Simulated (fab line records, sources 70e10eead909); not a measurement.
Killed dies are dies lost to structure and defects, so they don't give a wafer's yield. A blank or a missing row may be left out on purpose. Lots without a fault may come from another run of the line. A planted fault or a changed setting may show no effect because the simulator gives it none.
Chamber matching | flow nand_harc | NHARC_HYBRID_BOND_ACTIVATE_00 on rie_diel-05: 4 sister chambers
The step chemistry N2, time 60 s. 18 wafers are shown with their chamber, then 9 later ones without.

WAFERS WITH THEIR CHAMBER
wafer  | chamber | showerhead_plenum_p_Torr (Torr) | drypump_motor_current_A (A) | rf_vpp_V (V)
L163.1 | 0       | 1.77                            | 5.3                         | 65.4
L163.4 | 3       | 1.64                            | 5.6                         | 62.9
L163.6 | 0       | 1.77                            | 5.3                         | 63.2
L165.1 | 3       | 1.64                            | 5.6                         | 62.7
L165.2 | 2       | 1.86                            | 6.2                         | 64.4
L165.3 | 1       | 1.69                            | 5.4                         | 63.5
L171.3 | 0       | 1.77                            | 5.3                         | 66.4
L171.5 | 2       | 1.86                            | 6.3                         | 65.2
L171.6 | 1       | 1.69                            | 5.5                         | 62.6
L175.1 | 1       | 1.69                            | 5.4                         | 63.3
L175.3 | 3       | 1.63                            | 5.7                         | 62.6
L175.4 | 0       | 1.77                            | 5.3                         | 65.0
L176.3 | 0       | 1.77                            | 5.3                         | 63.7
L176.4 | 3       | 1.63                            | 5.6                         | 62.5
L176.5 | 2       | 1.86                            | 6.3                         | 65.9
L177.1 | 3       | 1.63                            | 5.6                         | 63.1
L177.3 | 0       | 1.76                            | 5.3                         | 64.4
L177.4 | 1       | 1.69                            | 5.4                         | 63.5

SIGNATURES (means of the wafers above)
reading                  | chamber 0 | chamber 1 | chamber 2 | chamber 3 | scatter within a chamber
showerhead_plenum_p_Torr | 1.7683    | 1.6900    | 1.8600    | 1.6340    | 0.00381
drypump_motor_current_A  | 5.300     | 5.425     | 6.267     | 5.620     | 0.0398
rf_vpp_V                 | 64.683    | 63.225    | 65.167    | 62.760    | 0.789
Rule: a wafer's distance from a chamber is the root of the sum, over the readings, of the square of ((its reading less the chamber's mean) divided by the reading's scatter). The wafer belongs to the nearest chamber; if the next one is less than 2 further off, it can't be placed. The scatter: the root of (the sum of the squares of (reading less its chamber's mean) over the shown wafers, divided by (wafers less chambers)).

WAFERS WITHOUT THEIR CHAMBER
wafer  | showerhead_plenum_p_Torr (Torr) | drypump_motor_current_A (A) | rf_vpp_V (V)
L181.3 | 1.63                            | 5.6                         | 64.7
L181.4 | 1.76                            | 5.3                         | 64.3
L181.6 | 1.76                            | 5.3                         | 65.1
L180.2 | 1.69                            | 5.4                         | 63.2
L180.4 | 1.76                            | 5.3                         | 62.4
L180.6 | 1.76                            | 5.3                         | 64.0
L184.1 | 1.69                            | 5.4                         | 64.1
L184.4 | 1.76                            | 5.3                         | 65.7
L184.5 | 1.86                            | 6.2                         | 64.2

WHICH CHAMBER EACH WENT THROUGH
wafer  | from the rows above | in truth
L181.3 | 3                   | 3
L181.4 | 0                   | 0
L181.6 | 0                   | 0
L180.2 | 1                   | 1
L180.4 | 0                   | 0
L180.6 | 0                   | 0
L184.1 | 1                   | 1
L184.4 | 0                   | 0
L184.5 | 2                   | 2
Placed correctly: 9 of 9. Can't be placed from these rows: 0. Placed wrongly: 0.
